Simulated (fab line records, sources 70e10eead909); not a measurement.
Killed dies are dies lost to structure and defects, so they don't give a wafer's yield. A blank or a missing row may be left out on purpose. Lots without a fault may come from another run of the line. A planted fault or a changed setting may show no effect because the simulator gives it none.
Chamber matching | flow nand_harc | NHARC_A_CHANNEL_FILL_D1_ALD_25 on ald_hk-02: 4 sister chambers
The step deposits SiOx, target thk 60 nm, pulse time 10 s, ald cycles 600. 4 wafers are shown with their chamber, then 8 later ones without.

WAFERS WITH THEIR CHAMBER
wafer  | chamber | heater_power_w (W)
L083.3 | 3       | 389
L086.2 | 2       | 479
L086.4 | 1       | 467
L089.3 | 0       | 524

WAFERS WITHOUT THEIR CHAMBER
wafer  | heater_power_w (W)
L089.4 | 455
L089.5 | 397
L095.1 | 458
L095.2 | 494
L095.3 | 534
L094.4 | 527
L094.3 | 473
L094.6 | 540

WHICH CHAMBER EACH WENT THROUGH
wafer  | from the rows above          | in truth
L089.4 | can't be placed: 1 or 2      | 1
L089.5 | 3                            | 3
L095.1 | can't be placed: 1 or 2      | 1
L095.2 | can't be placed: 2 or 1 or 0 | 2
L095.3 | 0                            | 0
L094.4 | 0                            | 0
L094.3 | can't be placed: 1 or 2      | 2
L094.6 | 0                            | 0
Placed correctly: 4 of 8. Can't be placed from these rows: 4 (the true chamber is among the candidates in 4). Placed wrongly: 0.
How it was worked out, from the rows above alone: a wafer's distance from a chamber is the root of the sum, over the readings, of the square of ((its reading less the chamber's mean) divided by the reading's scatter). The wafer belongs to the nearest chamber; if the next one is less than 2 further off, it can't be placed. A chamber's mean is the mean of its shown wafers. The scatter: with one shown wafer a chamber, the root of the mean of the squares of how far each hidden wafer lies from its nearest shown one.
